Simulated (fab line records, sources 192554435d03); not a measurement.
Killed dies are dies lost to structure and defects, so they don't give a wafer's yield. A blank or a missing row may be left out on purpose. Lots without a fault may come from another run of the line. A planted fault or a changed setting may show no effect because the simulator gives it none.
Split-lot experiment | flow n5_finfet | 7 lots, 21 wafers read, on a route of 1938 steps

THE SPLIT
At N5_BEOL_M0_ETCH_109 (etches SiCN in CH3F/O2, target depth 8 nm, overetch 2.4 nm, time 27.4 s), the setting bias_w was moved away from the recipe's 75 W on 9 of the 21 wafers read, by -16.7% to +17.8%. The other wafers ran this setting at the recipe's value.

The reading is taken at the split's own step.

THE READING
rf_vpp_V, in V, at N5_BEOL_M0_ETCH_109 (etches SiCN in CH3F/O2, target depth 8 nm, overetch 2.4 nm, time 27.4 s). Fault-free wafers of this fab line usually give 297.2 V, standard deviation 1.6 V.

wafer  | tool, chamber at the split | bias_w as run, W | against the recipe | rf_vpp_V, V | against lot-mates on the recipe
L076.2 | rie_diel-04, 2             | 75               | recipe             | 296.9       | -
L076.3 | rie_diel-04, 3             | 81.84            | +9.1%              | 314.1       | +17.5
L076.4 | rie_diel-04, 0             | 75               | recipe             | 296.4       | -
L078.1 | rie_diel-02, 0             | 75               | recipe             | 295.7       | -
L078.4 | rie_diel-02, 3             | 66.26            | -11.7%             | 276.8       | -18.9
L078.6 | rie_diel-02, 2             | 66.26            | -11.7%             | 273.1       | -22.6
L079.1 | rie_diel-03, 0             | 75               | recipe             | 295.2       | -
L079.2 | rie_diel-03, 1             | 62.45            | -16.7%             | 263.6       | -32.1
L079.4 | rie_diel-03, 2             | 75               | recipe             | 296.3       | -
L084.1 | rie_diel-02, 3             | 88.34            | +17.8%             | 331.8       | +34.4
L084.3 | rie_diel-02, 0             | 88.34            | +17.8%             | 327.6       | +30.2
L084.6 | rie_diel-02, 2             | 75               | recipe             | 297.4       | -
L087.1 | rie_diel-04, 1             | 75               | recipe             | 299.2       | -
L087.4 | rie_diel-04, 1             | 63.62            | -15.2%             | 269.9       | -29.2
L087.5 | rie_diel-04, 1             | 75               | recipe             | 299.0       | -
L088.1 | rie_diel-02, 1             | 75               | recipe             | 296.4       | -
L088.5 | rie_diel-02, 1             | 75               | recipe             | 296.9       | -
L088.6 | rie_diel-02, 2             | 75               | recipe             | 295.7       | -
L090.3 | rie_diel-02, 0             | 68.5             | -8.7%              | 277.0       | -18.7
L090.5 | rie_diel-02, 3             | 68.5             | -8.7%              | 282.8       | -12.9
L090.6 | rie_diel-02, 0             | 75               | recipe             | 295.7       | -

THE FIT
A straight line over all 21 wafers: rf_vpp_V changes by +1.88 V for each +1% of bias_w; r = +1.00; the points scatter about the line by 1.7 V.
The same after taking each lot's own level away (the mean of its wafers on the recipe; 21 wafers): +1.85 V for each +1%; r = +1.00; scatter 1.4 V.
On that fit, the largest move of bias_w shifts the reading by 33 V.
The lots' own levels span 295.70 to 299.10 V, that is 2.1 times the standard deviation above.
So the lot-to-lot level changes the slope little: the two slopes agree.
Check: with one of the wafers moved furthest among these (+17.8%) left out of the fit, the line predicts +32.2 V for it against its lot-mates. It came out at +34.4 V against them.
Tool readings at the split's step, against how far the setting was moved: rf_vpp_V r = +1.00.

OTHER SPLITS ON THESE WAFERS
These wafers also went through other splits before the reading. Each is held against what the fit with the lots' levels taken away leaves over:
other split on the same wafers              | wafers away from the commonest value | r with rf_vpp_V (lot level and that fit taken away)
N5_BEOL_M0_SAQP_SPACER2_ALD_26 target_thk_a | 9                                    | +0.16

THE FILE'S OWN FIT
rf_vpp_V changes by +1.87 V for each +1% of bias_w, r = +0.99.
